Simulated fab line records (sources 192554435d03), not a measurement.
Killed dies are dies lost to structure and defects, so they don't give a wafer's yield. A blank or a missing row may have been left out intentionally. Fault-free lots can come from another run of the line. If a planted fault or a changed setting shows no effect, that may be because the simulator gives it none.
Matching of chambers / flow n5Finfet / N5_BEOL_M4_ETCH_70 on rieDiel-01: 4 sister chambers
The step etches SOC in N2/H2, target depth 80 nm, overetch 24 nm, time 130 s. 14 wafers are shown with their chamber, then 6 later ones without.

## WAFERS WITH THEIR CHAMBER
wafer=L698.1; chamber=2; throttleValvePct (%)=17.79; showerheadPlenumPTorr (Torr)=2.52; drypumpMotorCurrentA (A)=6.1
wafer=L698.5; chamber=0; throttleValvePct (%)=17.56; showerheadPlenumPTorr (Torr)=2.45; drypumpMotorCurrentA (A)=6.1
wafer=L698.6; chamber=3; throttleValvePct (%)=18.01; showerheadPlenumPTorr (Torr)=2.45; drypumpMotorCurrentA (A)=5.7
wafer=L699.1; chamber=2; throttleValvePct (%)=17.83; showerheadPlenumPTorr (Torr)=2.52; drypumpMotorCurrentA (A)=6.2
wafer=L701.4; chamber=2; throttleValvePct (%)=17.81; showerheadPlenumPTorr (Torr)=2.52; drypumpMotorCurrentA (A)=6.2
wafer=L708.1; chamber=0; throttleValvePct (%)=17.60; showerheadPlenumPTorr (Torr)=2.44; drypumpMotorCurrentA (A)=6.0
wafer=L708.4; chamber=0; throttleValvePct (%)=17.61; showerheadPlenumPTorr (Torr)=2.44; drypumpMotorCurrentA (A)=6.1
wafer=L708.6; chamber=2; throttleValvePct (%)=17.82; showerheadPlenumPTorr (Torr)=2.51; drypumpMotorCurrentA (A)=6.2
wafer=L709.1; chamber=3; throttleValvePct (%)=18.05; showerheadPlenumPTorr (Torr)=2.44; drypumpMotorCurrentA (A)=5.8
wafer=L709.4; chamber=0; throttleValvePct (%)=17.59; showerheadPlenumPTorr (Torr)=2.44; drypumpMotorCurrentA (A)=6.1
wafer=L709.5; chamber=2; throttleValvePct (%)=17.83; showerheadPlenumPTorr (Torr)=2.50; drypumpMotorCurrentA (A)=6.2
wafer=L713.1; chamber=3; throttleValvePct (%)=18.04; showerheadPlenumPTorr (Torr)=2.44; drypumpMotorCurrentA (A)=5.7
wafer=L713.2; chamber=1; throttleValvePct (%)=17.45; showerheadPlenumPTorr (Torr)=2.51; drypumpMotorCurrentA (A)=5.9
wafer=L713.3; chamber=0; throttleValvePct (%)=17.61; showerheadPlenumPTorr (Torr)=2.44; drypumpMotorCurrentA (A)=6.0

SIGNATURES, as means of the wafers listed above
reading=throttleValvePct; chamber 0=17.5940; chamber 1=17.4500; chamber 2=17.8160; chamber 3=18.0333; scatter within a chamber=0.0193
reading=showerheadPlenumPTorr; chamber 0=2.4420; chamber 1=2.5100; chamber 2=2.5140; chamber 3=2.4433; scatter within a chamber=0.00683
reading=drypumpMotorCurrentA; chamber 0=6.060; chamber 1=5.900; chamber 2=6.180; chamber 3=5.733; scatter within a chamber=0.0516
Rule: for a wafer and a chamber, the distance is found by dividing, reading by reading, the gap between the wafer's reading and the chamber's mean by the reading's scatter, squaring, summing and taking the root. The wafer belongs to the nearest chamber; if the next one is less than 2 further off, it can't be placed. The scatter: the root of (the sum of the squares of (reading less its chamber's mean) over the shown wafers, divided by (wafers less chambers)).

## WAFERS MISSING THEIR CHAMBER
wafer=L717.1; throttleValvePct (%)=18.05; showerheadPlenumPTorr (Torr)=2.43; drypumpMotorCurrentA (A)=5.7
wafer=L717.4; throttleValvePct (%)=17.62; showerheadPlenumPTorr (Torr)=2.44; drypumpMotorCurrentA (A)=6.1
wafer=L717.6; throttleValvePct (%)=18.08; showerheadPlenumPTorr (Torr)=2.43; drypumpMotorCurrentA (A)=5.7
wafer=L718.2; throttleValvePct (%)=17.47; showerheadPlenumPTorr (Torr)=2.50; drypumpMotorCurrentA (A)=6.0
wafer=L718.3; throttleValvePct (%)=17.64; showerheadPlenumPTorr (Torr)=2.44; drypumpMotorCurrentA (A)=6.0
wafer=L718.6; throttleValvePct (%)=18.07; showerheadPlenumPTorr (Torr)=2.43; drypumpMotorCurrentA (A)=5.7

## EACH ONE'S CHAMBER
wafer=L717.1; from the rows above=3; in truth=3
wafer=L717.4; from the rows above=0; in truth=0
wafer=L717.6; from the rows above=3; in truth=3
wafer=L718.2; from the rows above=1; in truth=1
wafer=L718.3; from the rows above=0; in truth=0
wafer=L718.6; from the rows above=3; in truth=3
Placed correctly: 6 of 6. Number that these rows cannot place: 0. Wrongly placed: 0.
